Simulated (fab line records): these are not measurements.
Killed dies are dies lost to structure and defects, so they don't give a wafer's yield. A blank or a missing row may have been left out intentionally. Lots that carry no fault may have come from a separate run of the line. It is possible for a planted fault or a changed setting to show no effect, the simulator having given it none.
fab line records    flow n5-finfet
[record] lots = 7  wafers = 39
route steps=1938 shown BEOL_M2@916 BEOL_M5@1129 BEOL_M6@1251 BEOL_M9@1419
start-h: start of the lot's first displayed wafer, in hours after the record's first day    wait-h: how many hours have passed since the lot's step before this one    " repeats the value in the row above    L1.1+2: several wafers, shown together as one row    - no value present, or no start provided    * or withheld: withheld    < > ~ a bound
route shown NAME@n: NAME is a module with steps in the file, n the number in the route of the first one    usual: average and standard deviation across the fault-free wafers    same: alike in all rows    chamber/n: place in a boat    sites: the reading at each site    _std_site: standard deviation of those values    _edge_site: outer sites' mean less inner sites'    radius-mm: how far each site lies from the wafer's centre    mask NAME#n: copy n    behind: tool/chamber where the wafer was last shaped    hold: the reason the lot was held/the length of the hold in hours/how it ended    device: which transistor (n, p or np) failed to switch    end of line: the route-end tests of the same wafers    a step with no rows: only its recipe    killed: the dies lost at the first sort to structure and to defects; this is not the yield of the wafer    map: dies across one wafer; x = killed, . = not, _ = none there
set.NAME: the setting the step ran with; set.NAME@STEP: the setting that earlier step ran with    model.NAME: the simulator's own value behind a step, which no gauge read
lots whose settings were changed on purpose; a table a step, a row a wafer
[[steps]]
[step N5_BEOL_M2_SPUTTER_92]
[recipe] material = Cu  target-thk-a = 45  temp-c = -20  chamber-pressure-pa = 0.07  power-w = withheld  time-s = 8.29
lot.wafer         tool            chamber  start-h  wait-h  set.target-thk-a
L079.1+2+3+4+5+6  pvd-sputter-02  -        174.37   0.1     45
L084.1+2+3        pvd-sputter-03  -        202.84   0.1     62.28
L084.4+5+6        "               -        "        "       45
L089.1+3+5        pvd-sputter-01  -        229.67   0.1     35.04
L089.2+4+6        "               -        "        "       45
L088.1+4+6        pvd-sputter-03  -        229.68   0.1     22.1
L088.2+3+5        "               -        "        "       45
L092.1+3+6        pvd-sputter-02  -        251.01   0.1     27.69
L092.2+4+5        "               -        "        "       45
L094.1+4+6        pvd-sputter-03  -        256.47   0.1     45
L096.1+2+3+4+5+6  pvd-sputter-01  -        270.03   0.1     45
[step N5_BEOL_M2_ANNEAL_93]
[recipe] temp-c = 400  time-s = 240  ambient = vacuum
[step N5_BEOL_M2_SPUTTER_94]
[recipe] material = Cu  target-thk-a = 45  temp-c = -20  chamber-pressure-pa = 0.07  power-w = withheld  time-s = 8.29
[step N5_BEOL_M2_ECD_50]
[recipe] material = Cu  target-thk-a = 3000
[step N5_BEOL_M2_ANNEAL_51]
[recipe] temp-c = 225  time-s = 90  ambient = N2
[step N5_BEOL_M2_CMP_52]
[recipe] stop-on = SiOC  t-overpolish-s = 6.8  down-force-psi = 1  platen-rpm = 50  clearing-platen-down-force-psi = 1.5  clearing-platen-rpm = 50  post-cmp-clean = cu-alkaline  target-thk-nm = 40  clearing-platen-pad-velocity-m-s = 0.99484  pad-velocity-m-s = 0.99484
lot.wafer   tool    chamber  start-h  wait-h  set.time-s@BEOL_M2_TRENCH_ETCH_37  model.Cu_of_BEOL_M2_ECD_50.thk-nm
L079.3      cmp-01  1        175.31   0.2     36.94                              54.2
L079.1+4    "       2,3      "        "       29.2                               40
L079.2      "       0        "        "       36.94                              54
L079.5      "       1        "        "       29.2                               39
L079.6      "       2        "        "       36.94                              54.4
L084.1      cmp-04  0        203.78   0.3     35.64                              -
L084.3+2    "       1,3      "        "       29.2                               -
L084.4      "       2        "        "       35.64                              51
L084.5      "       0        "        "       29.2                               40.2
L084.6      "       1        "        "       35.64                              52
L089.3+1+5  cmp-04  3,1,3    231.09   0.6     29.2                               -
L089.2      "       0        "        "       29.2                               40.2
L089.4      "       2        "        "       29.2                               40.8
L089.6      "       0        "        "       29.2                               40.6
L088.2      cmp-04  3        231.31   0.9     29.2                               40
L088.1+6    "       0,3      "        "       20.93                              -
L088.3      "       1        "        "       20.93                              22
L088.4      "       2        "        "       29.2                               -
L088.5      "       0        "        "       29.2                               39.8
L092.2      cmp-04  1        252.72   0.2     29.2                               38.4
L092.4      "       2        "        "       24.16                              29.2
L092.1+6    "       3,1      "        "       24.16                              -
L092.3      "       0        "        "       29.2                               -
L092.5      "       2        "        "       29.2                               38.2
L094.1      cmp-04  2        257.47   0.3     29.2                               38.8
L094.4      "       3        "        "       29.2                               40.4
L094.6      "       0        "        "       29.2                               41
L096.2      cmp-04  3        270.96   0.2     43.14                              66
L096.4      "       0        "        "       43.14                              67
L096.3      "       1        "        "       29.2                               40.2
L096.1      "       2        "        "       29.2                               41
L096.6      "       3        "        "       43.14                              66.2
L096.5      "       0        "        "       29.2                               41.2
[step N5_BEOL_M2_PRE_CLEAN_60]
[recipe] gas = NH3/H2  time-s = 15  temp-c = *  rf-power-w = 300
[step N5_BEOL_M2_PRE_CLEAN_56]
[recipe] gas = NH3  time-s = 15  temp-c = withheld  rf-power-w = 300
[step N5_BEOL_M2_DEP_57]
[recipe] material = SiCN  target-thk-a = 80  temp-c = withheld  precursor = 3MS/NH3  pressure-torr = 3  rf-w = 202  time-s = 14
[step N5_BEOL_M2_RS_MEAS_58]
[recipe] thk-meas-gauge = four-point-probe  reads = Co_of_BEOL_M2_CO_CAP_55+Cu_of_BEOL_M2_ECD_50+Co_of_BEOL_M2_CVD_47+TaN_of_BEOL_M2_ALD_84
[usual] M2_RS = 0.673/0.023
lot.wafer  tool           chamber  start-h  wait-h  set.time-s@BEOL_M2_TRENCH_ETCH_37  M2_RS[ohm/sq]
L079.1     film-metro-01  -        175.89   0.1     29.2                               0.669
L079.2     "              -        "        "       36.94                              0.458
L079.3     "              -        "        "       36.94                              0.455
L079.4     "              -        "        "       29.2                               0.668
L079.5     "              -        "        "       29.2                               0.689
L079.6     "              -        "        "       36.94                              0.454
L084.1     film-metro-02  -        204.36   0.1     35.64                              0.507
L084.2     "              -        "        "       29.2                               0.661
L084.3     "              -        "        "       29.2                               0.643
L084.4     "              -        "        "       35.64                              0.491
L084.5     "              -        "        "       29.2                               0.666
L084.6     "              -        "        "       35.64                              0.480
L089.1     film-metro-02  -        231.64   0.0     29.2                               0.673
L089.2     "              -        "        "       29.2                               0.664
L089.3     "              -        "        "       29.2                               0.650
L089.4     "              -        "        "       29.2                               0.652
L089.5     "              -        "        "       29.2                               0.671
L089.6     "              -        "        "       29.2                               0.656
L088.1     film-metro-01  -        231.87   0.0     20.93                              1.387
L088.2     "              -        "        "       29.2                               0.667
L088.3     "              -        "        "       20.93                              1.483
L088.4     "              -        "        "       29.2                               0.674
L088.5     "              -        "        "       29.2                               0.672
L088.6     "              -        "        "       20.93                              1.330
L092.1     film-metro-02  -        253.27   0.0     24.16                              0.918
L092.2     "              -        "        "       29.2                               0.706
L092.3     "              -        "        "       29.2                               0.686
L092.4     "              -        "        "       24.16                              1.014
L092.5     "              -        "        "       29.2                               0.709
L092.6     "              -        "        "       24.16                              0.978
L094.1     film-metro-02  -        258.01   0.0     29.2                               0.697
L094.4     "              -        "        "       29.2                               0.659
L094.6     "              -        "        "       29.2                               0.647
L096.1     film-metro-01  -        271.52   0.0     29.2                               0.647
L096.2     "              -        "        "       43.14                              0.358
L096.3     "              -        "        "       29.2                               0.663
L096.4     "              -        "        "       43.14                              0.352
L096.5     "              -        "        "       29.2                               0.644
L096.6     "              -        "        "       43.14                              0.356
[step N5_BEOL_M5_DESCUM_16]
[recipe] chemistry = O2  time-s = 7  source-power-w = 50  bias-power-w = 20  pressure-mtorr = 20  rf-frequency-hz = 2.712e+07  temp-c = 40  resist = CAR-EUV  o2-flow-sccm = 225
lot.wafer     tool         chamber  start-h  wait-h  set.time-s  model.CAR-EUV_of_BEOL_M5_COAT_05.thk-nm
L079.1+2+5    rie-diel-06  3,1,1    198.86   0.0     7           26.2
L079.3+4+6    "            2,0,0    "        "       2.842       28.2
L084.1+2+4+5  rie-diel-06  2,0,1,3  228.89   0.0     7           26.4
L084.3+6      "            3,2      "        "       7           26.2
L089.1+2+6    rie-diel-03  2,0,1    251.96   0.0     5.46        27
L089.3+4+5    "            3,1,0    "        "       7           26.2
L088.1+5      rie-diel-03  3        258.32   0.0     11          24.2
L088.2+6      "            1,2      "        "       7           26.2
L088.3        "            2        "        "       11          24
L088.4        "            0        "        "       7           26
L092.1        rie-diel-06  2        278.45   0.1     7           26.2
L092.2+3      "            0,3      "        "       7           26
L092.4+5+6    "            1,3,0    "        "       5.558       27
L094.1+4      rie-diel-02  3,0      281.79   0.0     7           26.2
L094.6        "            2        "        "       7           26
L096.1        rie-diel-06  0        297.50   0.0     7           26.4
L096.2+3+4    "            1,3,2    "        "       4.267       27.6
L096.5+6      "            3,0      "        "       7           26.2
[step N5_BEOL_M5_ETCH_72]
[recipe] chemistry = N2/H2  target = underlayer  target-depth-a = 65  mask-material = CAR-EUV  time-s = 5.2  ion-energy-ev = 200  pressure-mtorr = 30  source-w = 840  bias-w = 150  n2-flow-sccm = 200  h2-flow-sccm = 200  ends = cleared
lot.wafer     tool         chamber  start-h  wait-h  set.time-s@BEOL_M5_DESCUM_16  model.BEOL_M5.cd-nm
L079.1        rie-diel-06  3        198.90   0.0     7                             28.2
L079.2+5      "            1        "        "       7                             28.4
L079.3+4+6    "            2,0,0    "        "       2.842                         27.8
L084.1+3+5+6  rie-diel-06  2,3,3,2  228.93   0.0     7                             28.4
L084.2+4      "            0,1      "        "       7                             28.2
L089.1        rie-diel-03  2        252.00   0.0     5.46                          27.8
L089.2        "            0        "        "       5.46                          28
L089.3+4      "            3,1      "        "       7                             28
L089.5        "            0        "        "       7                             28.2
L089.6        "            1        "        "       5.46                          28.2
L088.1+5      rie-diel-03  3        258.35   0.0     11                            28.6
L088.2+6      "            1,2      "        "       7                             28
L088.3        "            2        "        "       11                            28.8
L088.4        "            0        "        "       7                             28.2
L092.1+3      rie-diel-06  2,3      278.48   0.0     7                             28.2
L092.2        "            0        "        "       7                             28.4
L092.4+5+6    "            1,3,0    "        "       5.558                         28
L094.1        rie-diel-02  3        281.82   0.0     7                             28
L094.4        "            0        "        "       7                             28.2
L094.6        "            2        "        "       7                             27.8
L096.1+6      rie-diel-06  0        297.53   0.0     7                             28.2
L096.2+3      "            1,3      "        "       4.267                         27.8
L096.4        "            2        "        "       4.267                         27.6
L096.5        "            3        "        "       7                             28
[step N5_BEOL_M6_ALD_77]
[recipe] material = TaN  target-thk-a = 20  temp-c = 275  ald-precursor-family = PDMAT  ald-co-reactant = NH3  pressure-torr = 3  carrier-flow-sccm = 1500  pulse-time-s = 2  purge-time-s = 3  co-reactant-purge-time-s = 2  co-reactant-pulse-time-s = 3  ald-cycles = 40  precursor-vessel-temp-c = 75  precursor-vessel-pressure-torr = 26.25  precursor-vessel-carrier-sccm = 1000
lot.wafer   tool          chamber  start-h  wait-h  set.ald-cycles  model.TaN_of_BEOL_M6_ALD_77.thk-nm
L079.1+5+6  ald-metal-03  0,0,1    211.84   0.1     29              1.4
L079.2+3+4  "             3,2,1    "        "       40              2
L084.1+3+6  ald-metal-04  1,2,3    244.86   0.0     61              3
L084.2+4+5  "             3,0,2    "        "       40              2
L089.1+5+6  ald-metal-04  3,3,0    268.01   0.1     40              2
L089.2      "             2        "        "       50              2.6
L089.3+4    "             0,1      "        "       50              2.4
L088.1+3+4  ald-metal-04  2,3,0    274.54   0.0     40              2
L088.2+5+6  "             1,0,1    "        "       21              1
L092.1+5    ald-metal-04  1,3      293.67   0.0     26              1.4
L092.2+3+6  "             0,3,0    "        "       40              2
L092.4      "             2        "        "       26              1.2
L094.1+4+6  ald-metal-04  1,3,0    297.37   0.0     40              2
L096.1+4+5  ald-metal-04  0,0,3    312.75   0.1     40              2
L096.2+3    "             3,2      "        "       22              1.2
L096.6      "             2        "        "       22              1
[step N5_BEOL_M9_ETCH_62]
[recipe] chemistry = N2/H2  target = SOC  target-depth-a = 1100  overetch-a = 220  mask-material = SiARC  temp-c = 40  time-s = 165  ion-energy-ev = 200  pressure-mtorr = 30  source-w = 840  bias-w = 150  n2-flow-sccm = 200  h2-flow-sccm = 200
lot.wafer  tool         chamber  start-h  wait-h  set.target-depth-a  model.etch.depth-nm  model.SiARC_of_BEOL_M9_COAT_60.thk-nm  model.BEOL_M9.cd-offset-nm
L079.1     rie-diel-03  2        231.55   0.0     1100                99.71                23.6                                   -0.8
L079.2     "            0        "        "       1100                100.1                23.4                                   -0.6
L079.3     "            3        "        "       1100                100.1                23                                     0.2
L079.4     "            1        "        "       1486                100.1                21.6                                   0.8
L079.5     "            3        "        "       1486                100.3                21.2                                   0.8
L079.6     "            0        "        "       1486                100.3                21.2                                   0.6
L084.1     rie-diel-03  3        268.56   0.0     1100                99.3                 23.4                                   -0.2
L084.2     "            1        "        "       1100                99.61                23.8                                   0
L084.3     "            2        "        "       1100                99.48                23.8                                   -0.6
L084.4     "            0        "        "       1100                99.34                23.4                                   0.2
L084.5     "            2        "        "       1100                99.5                 23.8                                   -0.2
L084.6     "            3        "        "       1100                99.39                23.4                                   -0.6
L089.1     rie-diel-02  3        289.41   0.0     642.2               88.54                25.8                                   -1.6
L089.2     "            0        "        "       642.2               86.41                25.8                                   -1.6
L089.3     "            2        "        "       1100                100.4                23.6                                   -0.4
L089.4     "            1        "        "       642.2               85.58                25.8                                   -1.6
L089.5     "            2        "        "       1100                100.5                23.4                                   -0.4
L089.6     "            1        "        "       1100                100.2                23.6                                   -0.6
L088.1     rie-diel-02  3        293.97   0.0     626.5               87.56                25.8                                   -1
L088.2     "            0        "        "       626.5               84.53                25.8                                   -1.4
L088.3     "            2        "        "       1100                100.5                23.8                                   0
L088.4     "            1        "        "       1100                100.1                23.6                                   -0.2
L088.5     "            1        "        "       626.5               83.85                26                                     -1.6
L088.6     "            0        "        "       1100                100                  23.4                                   0.2
L092.1     rie-diel-06  2        313.56   0.0     1339                99.91                22.2                                   1
L092.2     "            3        "        "       1339                100                  22.6                                   1
L092.3     "            0        "        "       1100                100                  23.6                                   0.4
L092.4     "            1        "        "       1339                100.1                22.4                                   1.4
L092.5     "            3        "        "       1100                99.88                23.8                                   -0.2
L092.6     "            2        "        "       1100                99.88                23.6                                   -0.2
L094.1     rie-diel-03  2        318.29   0.0     1100                99.73                23.8                                   0.2
L094.4     "            1        "        "       1100                99.38                23.8                                   0.6
L094.6     "            3        "        "       1100                99.63                23.4                                   0.6
L096.1     rie-diel-02  2        332.73   0.0     1514                100.4                21.8                                   1
L096.2     "            1        "        "       1100                100.1                23.8                                   0
L096.3     "            3        "        "       1514                100.2                21.4                                   1
L096.4     "            0        "        "       1514                99.81                21.8                                   0.8
L096.5     "            1        "        "       1100                100.2                23.6                                   -0.4
L096.6     "            2        "        "       1100                100.4                23.8                                   0.6
[step N5_BEOL_M9_STRIP_68]
[recipe] chemistry = N2/H2  temp-c = 40  n2-flow-sccm = 200  h2-flow-sccm = 200  rf-frequency-hz = 6e+07
[step N5_BEOL_M9_STRIP_67]
[recipe] chemistry = CF4  resist = SiARC  power-w = 300  bias-power-w = 75  pressure-mtorr = 50  cf4-flow-sccm = 150  rf-frequency-hz = 6e+07
[step N5_BEOL_M9_HM_OPEN_17]
[recipe] chemistry = Cl2/BCl3  target-depth-a = 200  overetch-a = 60  target = TiN  mask-material = SOC  ion-energy-ev = 150  pressure-mtorr = 10  icp-w = 1000  bias-w = 126  Cl2_flow_sccm = 53.25  bcl3-flow-sccm = 21.75  Ar_flow_sccm = 25
lot.wafer  tool          chamber  start-h  wait-h  set.target-depth-a@BEOL_M9_ETCH_62  model.BEOL_M9.cd-offset-nm
L079.1     rie-metal-01  0        231.74   0.0     1100                                -0.8
L079.2     "             1        "        "       1100                                -0.6
L079.3     "             0        "        "       1100                                0.2
L079.4+5   "             1        "        "       1486                                0.8
L079.6     "             0        "        "       1486                                0.4
L084.1     rie-metal-02  1        268.74   0.0     1100                                -0.2
L084.2+5   "             1        "        "       1100                                0
L084.3+6   "             1        "        "       1100                                -0.4
L084.4     "             1        "        "       1100                                0.2
L089.1     rie-metal-03  0        289.60   0.0     642.2                               -1.8
L089.2+4   "             1,0      "        "       642.2                               -1.6
L089.3+5   "             1,0      "        "       1100                                -0.4
L089.6     "             1        "        "       1100                                -0.8
L088.1     rie-metal-02  0        294.16   0.0     626.5                               -1
L088.2     "             1        "        "       626.5                               -1.4
L088.3     "             1        "        "       1100                                0
L088.4     "             0        "        "       1100                                -0.4
L088.5     "             1        "        "       626.5                               -1.6
L088.6     "             0        "        "       1100                                0.2
L092.1     rie-metal-03  0        313.74   0.0     1339                                1
L092.2     "             1        "        "       1339                                0.8
L092.3     "             0        "        "       1100                                0.2
L092.4     "             1        "        "       1339                                1.4
L092.5+6   "             1,0      "        "       1100                                0
L094.1     rie-metal-03  1        318.48   0.0     1100                                0.2
L094.4+6   "             0,1      "        "       1100                                0.6
L096.1+3   rie-metal-01  0        332.92   0.0     1514                                1
L096.2     "             1        "        "       1100                                0
L096.4     "             1        "        "       1514                                0.8
L096.5     "             1        "        "       1100                                -0.6
L096.6     "             0        "        "       1100                                0.6
[step N5_BEOL_M9_STRIP_19]
[recipe] chemistry = O2  power-w = 400  temp-c = 40  pressure-mtorr = 30  rf-frequency-hz = 6e+07  bias-power-w = 0  overash-fraction = 0.2  o2-flow-sccm = 225
[step N5_BEOL_M9_PRECLEAN_42]
[recipe] chemistry = residue-remover  time-s = 60  temp-c = 40
[step N5_BEOL_M9_SRD_43]
[recipe] time-s = 30  temp-c = 23  rinse-liquid = diw  dry = ipa-marangoni
[step N5_BEOL_M9_CD_MEAS_35]
[recipe] target-cd-nm = 70  target-cd-y-nm = 40  polarity = opening
[usual] cd-nm = 70.0/0.53
lot.wafer  tool       chamber  start-h  wait-h  set.target-depth-a@BEOL_M9_ETCH_62  cd-nm
L079.1     cd-sem-02  -        234.81   0.0     1100                                69.1
L079.2     "          -        "        "       1100                                69.0
L079.3     "          -        "        "       1100                                69.8
L079.4     "          -        "        "       1486                                71.3
L079.5     "          -        "        "       1486                                71.4
L079.6     "          -        "        "       1486                                70.6
L084.1     cd-sem-03  -        271.57   0.0     1100                                69.6
L084.2     "          -        "        "       1100                                70.1
L084.3     "          -        "        "       1100                                69.6
L084.4     "          -        "        "       1100                                70.1
L084.5     "          -        "        "       1100                                70.2
L084.6     "          -        "        "       1100                                69.7
L089.1     cd-sem-03  -        290.99   0.0     642.2                               -
L089.2     "          -        "        "       642.2                               -
L089.3     "          -        "        "       1100                                69.7
L089.4     "          -        "        "       642.2                               -
L089.5     "          -        "        "       1100                                69.6
L089.6     "          -        "        "       1100                                69.3
L088.1     cd-sem-01  -        296.80   0.0     626.5                               -
L088.2     "          -        "        "       626.5                               -
L088.3     "          -        "        "       1100                                70.2
L088.4     "          -        "        "       1100                                70.1
L088.5     "          -        "        "       626.5                               -
L088.6     "          -        "        "       1100                                70.0
L092.1     cd-sem-02  -        315.17   0.0     1339                                71.1
L092.2     "          -        "        "       1339                                70.9
L092.3     "          -        "        "       1100                                69.8
L092.4     "          -        "        "       1339                                71.1
L092.5     "          -        "        "       1100                                69.9
L092.6     "          -        "        "       1100                                70.3
L094.1     cd-sem-02  -        321.39   0.0     1100                                70.4
L094.4     "          -        "        "       1100                                70.6
L094.6     "          -        "        "       1100                                70.6
L096.1     cd-sem-01  -        335.08   0.0     1514                                71.0
L096.2     "          -        "        "       1100                                70.3
L096.3     "          -        "        "       1514                                70.9
L096.4     "          -        "        "       1514                                70.8
L096.5     "          -        "        "       1100                                69.4
L096.6     "          -        "        "       1100                                70.1
[[key]]
[split] step = N5_BEOL_M2_SPUTTER_92  setting = target-thk-a  stated = 45  by = wafer
response none clear
[split] step = N5_BEOL_M5_DESCUM_16  setting = time-s  stated = 7  by = wafer
[response] step = N5_BEOL_M5_DESCUM_16  reading = model.CAR-EUV_of_BEOL_M5_COAT_05.thk-nm  change = -0.0349  per = 1%  r = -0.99
[response] step = N5_BEOL_M5_ETCH_72  reading = model.BEOL_M5.cd-nm  change = +0.0096  per = 1%  r = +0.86
[split] step = N5_BEOL_M6_ALD_77  setting = ald-cycles  stated = 40  by = wafer
[response] step = N5_BEOL_M6_ALD_77  reading = model.TaN_of_BEOL_M6_ALD_77.thk-nm  change = +0.0198  per = 1%  r = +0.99
[split] step = N5_BEOL_M9_ETCH_62  setting = target-depth-a  stated = 1100  by = wafer
[response] step = N5_BEOL_M9_ETCH_62  reading = model.etch.depth-nm  shape = bent  at-lowest = 85.31  at-stated = 99.89  at-highest = 100.1
[response] step = N5_BEOL_M9_ETCH_62  reading = model.SiARC_of_BEOL_M9_COAT_60.thk-nm  change = -0.0548  per = 1%  r = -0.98
[response] step = N5_BEOL_M9_ETCH_62  reading = model.BEOL_M9.cd-offset-nm  change = +0.0301  per = 1%  r = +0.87
[response] step = N5_BEOL_M9_HM_OPEN_17  reading = model.BEOL_M9.cd-offset-nm  change = +0.0292  per = 1%  r = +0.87
[response] step = N5_BEOL_M9_CD_MEAS_35  reading = cd-nm  change = +0.0386  per = 1%  r = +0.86
split outside-this-file step=N5_BEOL_M2_TRENCH_ETCH_37 setting=time-s
// split outside-this-file: this setting was split too, and the file shows its column; the key of that split is in another file
